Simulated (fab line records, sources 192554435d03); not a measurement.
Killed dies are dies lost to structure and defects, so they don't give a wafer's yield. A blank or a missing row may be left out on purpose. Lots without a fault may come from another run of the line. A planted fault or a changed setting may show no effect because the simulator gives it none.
Which tool did it? | flow n5_finfet | 9 lots, 27 wafers sampled, at 5 steps of a route of 1938

WHAT THE GAUGES READ, wafer by wafer
N5_BEOL_M4_RC_MEAS_101.
lot  | measured     | on        | DIBL_N (mV/V)
L504 | day 8 11:19  | prober-02 | 35.0 38.2 34.7
L505 | day 8 20:13  | prober-02 | 39.3 40.1 41.2
L511 | day 10 04:07 | prober-02 | 35.2 36.0 37.0
L512 | day 10 08:16 | prober-01 | 37.8 37.4 34.0
L517 | day 12 00:20 | prober-01 | 40.5 38.5 37.3
L519 | day 12 03:13 | prober-01 | 34.7 35.3 36.2
L522 | day 13 03:50 | prober-01 | 37.6 37.7 37.3
L525 | day 13 13:22 | prober-01 | 37.2 37.0 35.9
L526 | day 13 22:26 | prober-02 | 35.6 33.3 37.0

WHICH TOOL RAN EACH LOT (tool, then ch and the chambers of the sampled wafers, then the start)
lot  | N5_HKMG_FIN_ETCHBACK_68          | N5_GATE_CUT_ETCHBACK_00           | N5_GATE_CUT_ETCH_56               | N5_GATE_CUT_ETCH_58
L504 | rie_metal-02 ch 0,1, day 4 12:14 | rie_metal-03 ch 0,1, day 4 14:02  | rie_metal-03 ch 0,1, day 4 14:09  | rie_diel-05 ch 1,3, day 4 14:20
L505 | rie_metal-03 ch 0, day 4 18:39   | rie_metal-03 ch 0,1, day 4 20:28  | rie_metal-03 ch 0,1, day 4 20:35  | rie_diel-05 ch 0,1, day 4 20:46
L511 | rie_metal-02 ch 0,1, day 6 06:28 | rie_metal-03 ch 0,1, day 6 08:21  | rie_metal-03 ch 0,1, day 6 08:28  | rie_diel-06 ch 0,1, day 6 08:38
L512 | rie_metal-03 ch 0,1, day 6 11:46 | rie_metal-03 ch 0,1, day 6 13:34  | rie_metal-03 ch 0,1, day 6 13:41  | rie_diel-05 ch 1,2, day 6 13:53
L517 | rie_metal-03 ch 0,1, day 7 15:37 | rie_metal-02 ch 0,1, day 7 17:25  | rie_metal-02 ch 0,1, day 7 17:32  | rie_diel-05 ch 0,2,3, day 7 17:42
L519 | rie_metal-03 ch 0,1, day 8 04:08 | rie_metal-02 ch 0,1, day 8 05:56  | rie_metal-02 ch 0,1, day 8 06:04  | rie_diel-06 ch 0,2,3, day 8 06:14
L522 | rie_metal-03 ch 0,1, day 8 20:59 | rie_metal-01 ch 0,1, day 8 22:47  | rie_metal-01 ch 0,1, day 8 22:55  | rie_diel-06 ch 1,2,3, day 8 23:05
L525 | rie_metal-01 ch 0,1, day 9 19:23 | rie_metal-03 ch 0,1, day 9 21:18  | rie_metal-03 ch 0,1, day 9 21:25  | rie_diel-05 ch 0,2,3, day 9 21:35
L526 | rie_metal-02 ch 1, day 10 00:30  | rie_metal-03 ch 0,1, day 10 02:23 | rie_metal-03 ch 0,1, day 10 02:30 | rie_diel-05 ch 0,3, day 10 02:56
- N5_HKMG_FIN_ETCHBACK_68: etches the open film in Cl2/Ar, stops on HfO2, target depth 0.5 nm.
- N5_GATE_CUT_ETCHBACK_00: etches W in SF6/Cl2.
- N5_GATE_CUT_ETCH_56: etches TiN in Cl2/Ar, target depth 21.6 nm.
- N5_GATE_CUT_ETCH_58: etches SiNx in CH3F/O2, target depth 17 nm, time 128.6 s.

THE ANSWER, worked out from the rows above alone
Rule: what is usual is taken from the lots themselves. Put in order of their means at a reading, lots are off if they are a third of the lots or fewer, leave a main group of 4 or more, and stand apart from it by a gap of 3 or more times the standard deviation of the main group's means; of several such gaps the widest counts. A main group whose means are all the same, to the digits that the tables above print for the reading, isn't used. A lot without any number at a reading at which 4 lots or more have one is off too. The other lots that the step has rows for count as sound.
No lot is off at any reading shown: from this, nothing can be told.

WHAT THE SIMULATOR HAD PUT IN
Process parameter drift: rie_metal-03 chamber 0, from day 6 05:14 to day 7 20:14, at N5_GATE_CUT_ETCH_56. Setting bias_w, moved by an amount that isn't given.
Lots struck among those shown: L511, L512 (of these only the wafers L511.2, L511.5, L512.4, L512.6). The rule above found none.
